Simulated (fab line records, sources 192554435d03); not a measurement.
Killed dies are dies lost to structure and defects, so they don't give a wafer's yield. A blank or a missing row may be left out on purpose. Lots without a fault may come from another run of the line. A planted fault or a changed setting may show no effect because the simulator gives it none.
fab line records ; flow n5-finfet
[record] lots = 4; wafers = 12; last-day = 24
route steps=1938 shown GATE_CUT@496 MOL_CONTACT_COAG@517 PASSIVATION@1936
lots that met no fault: taken from a fault-free run of the same line
start-h: hours from the record's first day to the start of the lot's first wafer shown ; wait-h: hours since the lot's step before ; " as in the row above ; L1.1+2: one row covering several wafers at once ; - either no value or no given start ; * or withheld: withheld ; < > ~ a bound
route shown NAME@n: names a module that has steps shown in the file, with the first one's number in the route ; usual: mean/standard deviation taken from wafers without a fault ; same: alike in all rows ; chamber/n: place in a boat ; sites: the reading at each site ; _std_site: how widely they spread, as a standard deviation ; _edge_site: outer sites' mean less inner sites' ; radius-mm: for every site, how far away it sits from the centre of the wafer ; mask NAME#n: copy n ; behind: tool/chamber where the wafer was last shaped ; hold: why the lot was held/for how many hours/how that ended ; device: the transistor (n, p or np) that didn't switch ; end of line: tests of these same wafers at the route's end ; a step given without rows: its recipe and nothing more ; killed: count of dies lost to structure and defects at first sort (not the wafer's yield) ; map: per-die view of a wafer (x killed, . not killed, _ where there is no die)
set.NAME: setting as actually run; set.NAME@STEP: the setting as run at that earlier step ; model.NAME: the simulator's own value behind a step, which no gauge read
certain route steps with their lots: each step a table, each wafer a row
[[steps]]
[step N5_GATE_CUT_HM_OPEN_40]
[recipe] chemistry = C4F6/O2; target = SiO2; mask-material = SiARC; target-depth-a = 1390; time-s = 85.1; ion-energy-ev = 250; pressure-mtorr = 30; source-w = 345; bias-w = 185; Ar_flow_sccm = 300; C4F6_flow_sccm = 10; O2_flow_sccm = 10; ends = cleared
[step N5_GATE_CUT_STRIP_41]
[recipe] chemistry = CF4; resist = SiARC; power-w = 300; bias-power-w = 75; pressure-mtorr = 50; cf4-flow-sccm = 150; rf-frequency-hz = 6e+07
[step N5_GATE_CUT_STRIP_42]
[recipe] chemistry = O2; power-w = 400; temp-c = 40; pressure-mtorr = 30; rf-frequency-hz = 6e+07; bias-power-w = 0; overash-fraction = 0.3; o2-flow-sccm = 225
[step N5_GATE_CUT_ETCH_19]
[recipe] chemistry = CH3F/O2; target = SiNx; mask-material = SiO2; target-depth-a = 537; time-s = 76.7; pressure-mtorr = 30; source-w = 395; bias-w = 73; Ar_flow_sccm = 150; CH3F_flow_sccm = 30; O2_flow_sccm = 20; ion-energy-ev = 120; ends = cleared
[step N5_GATE_CUT_CUT_ETCH_53]
[recipe] chemistry = SF6/Cl2; target = W; mask-material = SiO2; target-depth-a = 792; pressure-mtorr = 8; icp-w = 900; bias-w = 80; SF6_flow_sccm = 40; Cl2_flow_sccm = 60; ends = cleared
[step N5_GATE_CUT_CUT_ETCH_54]
[recipe] chemistry = Cl2/BCl3; target = TiN; mask-material = SiO2; target-depth-a = 967; pressure-mtorr = 10; icp-w = 1000; bias-w = 126; Cl2_flow_sccm = 53.25; bcl3-flow-sccm = 21.75; Ar_flow_sccm = 25; ends = cleared
[step N5_GATE_CUT_CUT_ETCH_55]
[recipe] chemistry = BCl3; target = HfO2; mask-material = SiO2; target-depth-a = 32; ion-energy-ev = 30; pressure-mtorr = 5; icp-w = 450; bias-w = 18; bcl3-flow-sccm = 80
[step N5_GATE_CUT_ETCH_47]
[recipe] chemistry = Cl2/BCl3; target = SiO2; target-depth-a = 100; pressure-mtorr = 10; icp-w = 1000; bias-w = 126; Cl2_flow_sccm = 53.25; bcl3-flow-sccm = 21.75; Ar_flow_sccm = 25
[step N5_GATE_CUT_VAPOR_ETCH_48]
[recipe] chemistry = BCl3/Cl2; target = TiN; mode = isotropic
[step N5_GATE_CUT_VAPOR_ETCH_49]
[recipe] chemistry = BCl3/Cl2; target = TiAlC; mode = isotropic
[step N5_GATE_CUT_VAPOR_ETCH_51]
[recipe] chemistry = BCl3/Cl2; target = HfO2; mode = isotropic
[step N5_GATE_CUT_STRIP_21]
[recipe] chemistry = N2/H2; time-s = 30; power-w = 1000; temp-c = 250; pressure-mtorr = withheld; n2-flow-sccm = 1750; h2-flow-sccm = 3250
[step N5_GATE_CUT_STRIP_29]
[recipe] chemistry = post-etch-residue-remover; time-s = 60; temp-c = 25; remover-ph = withheld; remover-water-wt-pct = withheld; remover-fluoride-wt-pct = withheld
[same] time-s = 60
lot.wafer;tool;chamber;start-h;wait-h
L854.4+5+6;wet-bench-06;1,3,7;146.17;0.0
L857.1+3+5;wet-bench-06;6,7,4;162.67;0.1
L858.1+2+6;wet-bench-06;4,6,0;168.75;0.1
L867.3+4+5;wet-bench-04;6,4,3;229.78;0.1
[step N5_GATE_CUT_SRD_52]
[recipe] dry = ipa-marangoni; time-s = 30; temp-c = 23; rinse-liquid = diw
[step N5_GATE_CUT_ALD_22]
[recipe] material = SiNx; target-thk-a = 160; temp-c = 400; ald-precursor-family = SiH2I2; ald-co-reactant = N2/H2-plasma; pulse-time-s = 1; ald-cycles = 320; purge-time-s = 2; co-reactant-purge-time-s = 2; pressure-torr = 2
[step N5_GATE_CUT_CMP_23]
[recipe] stop-on = SiO2; t-overpolish-s = 23.4; post-cmp-clean = alkaline-brush; down-force-psi = 2.5; platen-rpm = 51.8; pad-velocity-m-s = 1.0307; target-thk-nm = 16
[step N5_GATE_CUT_CMP_43]
[recipe] material = SiO2; post-cmp-clean = rinse-only
[step N5_GATE_CUT_CMP_61]
[recipe] stop-on = SiNx; t-overpolish-s = 3; post-cmp-clean = alkaline-brush; down-force-psi = 4; platen-rpm = 27.09; pad-velocity-m-s = 0.539
[step N5_MOL_CONTACT_COAG_COAT_103]
[recipe] resist = SOC; temp-c = 250; time-s = 60; spin-rpm = 1500; resist-thk-nm = 80
[step N5_MOL_CONTACT_COAG_COAT_104]
[recipe] resist = SiARC; temp-c = 220; time-s = 60; spin-rpm = 1500; resist-thk-nm = 12
[step N5_MOL_CONTACT_COAG_COAT_58]
[recipe] resist = underlayer; temp-c = 205; time-s = 60; spin-rpm = 1500; resist-thk-nm = 10
[step N5_MOL_CONTACT_COAG_COAT_02]
[recipe] resist = CAR-EUV; spin-rpm = 1500; resist-thk-nm = 30
[step N5_MOL_CONTACT_COAG_EBR_04]
[recipe] solvent = PGMEA; ebr-width-mm = 1.5
[step N5_MOL_CONTACT_COAG_SOFTBAKE_03]
[recipe] temp-c = 110; time-s = 60; resist = CAR-EUV
[step N5_MOL_CONTACT_COAG_EXPOSE_05]
[recipe] mask-id = CA; na = 0.33; source-shape = annular; sigma-inner = 0.4; sigma-outer = 0.8; polarization = unpolarized; defocus-nm = 0; dose-mj = 38.25
[step N5_MOL_CONTACT_COAG_PEB_06]
[recipe] peb-temp-c = 100; peb-time-s = 60; resist = CAR-EUV
[step N5_MOL_CONTACT_COAG_DEVELOP_07]
[recipe] develop-time-s = 30; developer = TMAH; resist = CAR-EUV; rinse-liquid = surfactant-rinse; dry = air-spin; dev-temp-c = 23
[step N5_MOL_CONTACT_COAG_DESCUM_13]
[recipe] chemistry = O2; time-s = 7; source-power-w = 50; bias-power-w = 20; pressure-mtorr = 20; rf-frequency-hz = 2.712e+07; temp-c = 40; resist = CAR-EUV; o2-flow-sccm = 225
[step N5_MOL_CONTACT_COAG_ETCH_59]
[recipe] chemistry = N2/H2; target = underlayer; target-depth-a = 130; mask-material = CAR-EUV; time-s = 10.4; ion-energy-ev = 200; pressure-mtorr = 30; source-w = 840; bias-w = 150; n2-flow-sccm = 200; h2-flow-sccm = 200; ends = cleared
[step N5_MOL_CONTACT_COAG_ETCH_105]
[recipe] chemistry = CF4; target = SiARC; target-depth-a = 156; mask-material = CAR-EUV; time-s = 26; ion-energy-ev = 80; pressure-mtorr = 40; source-w = 545; bias-w = 36; Ar_flow_sccm = 100; cf4-flow-sccm = 100; ends = cleared
[step N5_MOL_CONTACT_COAG_ETCH_106]
[recipe] chemistry = N2/H2; target = SOC; target-depth-a = 800; overetch-a = 160; mask-material = SiARC; temp-c = 40; time-s = 120; ion-energy-ev = 200; pressure-mtorr = 30; source-w = 840; bias-w = 150; n2-flow-sccm = 200; h2-flow-sccm = 200
[step N5_MOL_CONTACT_COAG_STRIP_107]
[recipe] chemistry = N2/H2; temp-c = 40; n2-flow-sccm = 200; h2-flow-sccm = 200; rf-frequency-hz = 6e+07
[step N5_MOL_CONTACT_COAG_STRIP_108]
[recipe] chemistry = N2/H2; temp-c = 40; n2-flow-sccm = 200; h2-flow-sccm = 200; rf-frequency-hz = 6e+07
[step N5_MOL_CONTACT_COAG_CONTACT_ETCH_14]
[recipe] chemistry = C4F6/O2; target = SiO2; target-depth-a = 275; overetch-a = 85; mask-material = SOC; pressure-mtorr = 30; source-w = 370; bias-w = 185; Ar_flow_sccm = 300; C4F6_flow_sccm = 16; O2_flow_sccm = 10; time-s = 20; ion-energy-ev = 259.6
[step N5_MOL_CONTACT_COAG_STRIP_109]
[recipe] chemistry = C4F6/O2; resist = SiARC; rf-frequency-hz = 6e+07
[step N5_MOL_CONTACT_COAG_ETCH_15]
[recipe] chemistry = CH3F/O2; target = SiNx; target-depth-a = 70; mask-material = SOC; stop-on = Si:P; over-etch-frac = 0.75; ion-energy-ev = 120; pressure-mtorr = 30; source-w = 395; bias-w = 73; Ar_flow_sccm = 150; CH3F_flow_sccm = 30; O2_flow_sccm = 20
[step N5_PASSIVATION_PROBE_49]
[usual] defect-limited-yield = 90.7/1.5; killed_at_M0_to_M3 = 38/11; killed_at_M4_up = 15/5.5; killed-at-contacts = 12/6; killed-at-front-end = 41/11; killed-at-other = 3.5/2.7; killed-dies = 110/18; killed-on-rim = 15/3.6; killed-open = 72/13; killed-short = 35/8.7; sort_bin_5_function = 5.5/1.1; sort_bin_6_memory = 3.4/0.63; sort_bin_8_speed = 0.01/0.037; sort-n-pass = 1070/18; sort-yield-pct = 90.7/1.5
[same] gross-dies = 1180; killed-at-back-side = 0; sort_bin_4_leakage[%] = 0
lot.wafer;tool;chamber;start-h;wait-h;defect-limited-yield[%];killed_at_M0_to_M3;killed_at_M4_up;killed-at-contacts;killed-at-front-end;killed-at-other;killed-dies;killed-on-rim;killed-open;killed-short;sort_bin_5_function[%];sort_bin_6_memory[%];sort_bin_8_speed[%];sort-n-pass;sort-yield-pct[%]
L854.4;prober-01;-;474.35;0.2;92.6;34;13;7;27;6;87;11;58;27;4.0;3.0;0;1093;92.6
L854.5;prober-01;-;474.40;0.2;92.3;35;14;6;31;5;91;12;52;38;4.7;2.6;0;1089;92.3
L854.6;prober-01;-;474.45;0.3;93.3;24;7;9;37;2;79;8;48;31;3.5;3.0;0;1101;93.3
L857.1;prober-01;-;523.30;0.0;85.7;43;19;4;94;9;169;36;61;43;7.1;5.2;0;1011;85.7
L857.3;prober-01;-;523.40;0.1;83.3;40;12;5;139;1;197;22;45;30;10.9;3.3;0;983;83.3
L857.5;prober-01;-;523.50;0.2;89.6;20;12;6;83;2;123;28;40;28;6.9;2.0;0;1057;89.6
L858.1;prober-02;-;535.93;0.0;86.9;28;15;7;102;2;154;28;58;43;7.8;3.1;0.08;1025;86.9
L858.2;prober-02;-;535.98;0.1;85.3;38;15;5;112;4;174;37;78;32;9.5;3.6;0;1006;85.3
L858.6;prober-02;-;536.18;0.3;81.0;28;25;13;158;0;224;12;67;39;13.0;3.2;0;956;81.0
// killed by level:class
L854.4 BEOL_M3:geometric-particle:open=13 STI_FIN_REVEAL:geometric-particle:open=8 MOL_CONTACT_COAG:geometric-particle:open=7 BEOL_M0_SAQP:geometric-particle:short=6 BEOL_M2:geometric-particle:open=5 FIN_SAQP:geometric-particle:short=4 DUMMY_GATE:geometric-particle:open=4 BEOL_M8:geometric-particle:open=4
L854.5 FIN_SAQP:geometric-particle:short=9 FIN_SAQP:geometric-particle:open=7 BEOL_M2:geometric-particle:open=7 BEOL_M0_SAQP:geometric-particle:short=6 BEOL_M0_SAQP:geometric-particle:open=6 BEOL_M3:geometric-particle:open=6 GATE_CUT:geometric-particle:short=4 MOL_CONTACT_COAG:geometric-particle:open=4
L854.6 FIN_SAQP:geometric-particle:open=12 BEOL_M3:geometric-particle:open=11 FIN_SAQP:geometric-particle:short=9 BEOL_M0_SAQP:geometric-particle:short=7 MOL_CONTACT_COAG:geometric-particle:open=6 STI_FIN_REVEAL:geometric-particle:open=5 GATE_CUT:geometric-particle:short=3 MOL_CONTACT_COAG:geometric-particle:short=3
L857.1 GATE_CUT:unspecified=65 BEOL_M0_SAQP:geometric-particle:open=16 BEOL_M0_SAQP:geometric-particle:short=14 DUMMY_GATE:geometric-particle:open=8 STI_FIN_REVEAL:geometric-particle:short=7 BEOL_M1:geometric-particle:open=7 MIM_BOT:geometric-particle:short=6 STI_FIN_REVEAL:geometric-particle:open=5
L857.3 GATE_CUT:unspecified=121 BEOL_M0_SAQP:geometric-particle:short=8 BEOL_M3:geometric-particle:open=8 BEOL_M0_SAQP:geometric-particle:open=7 BEOL_M3:geometric-particle:short=7 BEOL_M4:geometric-particle:open=5 STI_FIN_REVEAL:geometric-particle:open=4 GATE_CUT:geometric-particle:short=4
L857.5 GATE_CUT:unspecified=55 STI_FIN_REVEAL:geometric-particle:open=9 BEOL_M4:geometric-particle:open=7 MOL_CONTACT_COAG:geometric-particle:open=4 BEOL_M0_SAQP:geometric-particle:open=4 FIN_SAQP:geometric-particle:short=3 STI_FIN_REVEAL:geometric-particle:short=3 DUMMY_GATE:geometric-particle:open=3
L858.1 GATE_CUT:unspecified=53 STI_FIN_REVEAL:geometric-particle:open=18 BEOL_M0_SAQP:geometric-particle:short=11 FIN_SAQP:geometric-particle:short=10 FIN_SAQP:geometric-particle:open=6 MOL_CONTACT_COAG:geometric-particle:open=6 BEOL_M4:geometric-particle:open=6 STI_FIN_REVEAL:geometric-particle:short=5
L858.2 GATE_CUT:unspecified=64 STI_FIN_REVEAL:geometric-particle:open=16 BEOL_M0_SAQP:geometric-particle:short=11 BEOL_M1:geometric-particle:open=11 BEOL_M4:geometric-particle:open=10 BEOL_M0_SAQP:geometric-particle:open=8 FIN_SAQP:geometric-particle:open=6 STARTING-WAFER:geometric-particle:open=6
L858.6 GATE_CUT:unspecified=117 BEOL_M4:geometric-particle:open=15 MOL_CONTACT_COAG:geometric-particle:open=11 FIN_SAQP:geometric-particle:short=8 FIN_SAQP:geometric-particle:open=8 STI_FIN_REVEAL:geometric-particle:open=8 BEOL_M0_SAQP:geometric-particle:short=8 ILD0:geometric-particle:open=6
// map L857.3 (x killed, . not)
_________________..x.x.....xx________________
______________....xx..x..xxxxxxx_____________
___________.....x..x.xxx..xxxxxxx..__________
__________....xx...xx..xxxxxxxxxxxxx_________
________..............xxxxxxxxxxxx.xx._______
_______x..............xxxxxxxxxxxxx....______
______x..............xxxxxxxxxxxxx......_____
_____...........xx....xxxxxxxxxxxx.xxx..x____
____..x..............xxxxxxxxxxxxxxx......___
___......x....x..........xxxxxxxx....x.....__
___..............x.......xxxxx.xx..........__
__......x...........x.....x...xxx........x.._
__.............xx...........x..............._
_.x........................x.................
_.......x........x.x..........x...x..........
_................x..x............x....x......
_...x...........x.......................x....
_....x.........x...................x.........
_........................................x...
_........x................x.............x....
_.....x......................................
__.x................................x......x_
__..x..............x..............x........._
___x.......................................__
___.........x..............................__
____............x..................x..x...___
_____........................x..x..x.x...____
______..x.x................x............_____
_______...x............................______
________.x............................_______
__________...x.......x.x.....x......_________
___________............x...x.......__________
______________................x._____________
_________________............________________
// map L858.6 (x killed, . not)
_________________..x.........________________
______________x..x.x............_____________
___________........x.........x.x...__________
__________........x..x.............._________
________....................x........._______
_______x.......................x..x....______
______........................x....x...._____
_____...x....x................x....x.....____
____....x.......................x......x.x___
___..x..x..xx......................x.......__
___................x....x..x.......x.....x.__
__...........x...............xx............._
__..........x..........x.....x...........x.._
_........x.........................x.....x.x.
_....x....x...x......x..x..........xxx.......
_..............xx.......x..x...x........x....
_...........................x................
_...x....x....x..x....x.xx.x.................
_..x.......x.........x.x...xxx.xx............
_.....................x..xxxxxxxxx....x......
_.......x....x.......x.x.xxxxxxxx...xx.......
__.x......x............xxxxxxxxxxx.xx......._
__......x...x....x.x.x.xxxxxxxxxxx.x........_
___..................xxxxxxxxxxxxxx.x.x....__
___...........x.......xxxxxxxxxxxxx.x......__
____............x.....xxxxxxxxxxxxx.x.....___
_____.x.....x.x.....x..xx.xxxxxxx.x..x...____
______...x.......xx....x.xxxxx..xx......_____
_______...........x.....x..x...x.......______
________.......x..........xx.x..x..x.._______
__________..x....................x.._________
___________x.....x.......x..x.....x__________
______________...........x......_____________
_________________.......x....________________
[[key]]
[first-sign] step = N5_PASSIVATION_PROBE_49; reading = killed-at-front-end; direction = up; sigmas = 6.8; usual = 41; struck = 115
[effect] step = N5_PASSIVATION_PROBE_49; reading = killed-dies; direction = up; sigmas = 3.6; usual = 110; struck = 174
[more-kills-born-at] N5_GATE_CUT_STRIP_29@wet-bench-06 = 475
met-at N5_GATE_CUT_STRIP_29
struck-wafers L857.1,L857.3,L857.5,L858.1,L858.2,L858.6
onset-between 146.17 162.67
[fault] kind = chamber-particle-source; tool = wet-bench-06; chamber = -; onset-h = 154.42; steps = N5_GATE_CUT_STRIP_29; rate-per-visit-cm2 = 0.92292; end-h = 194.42
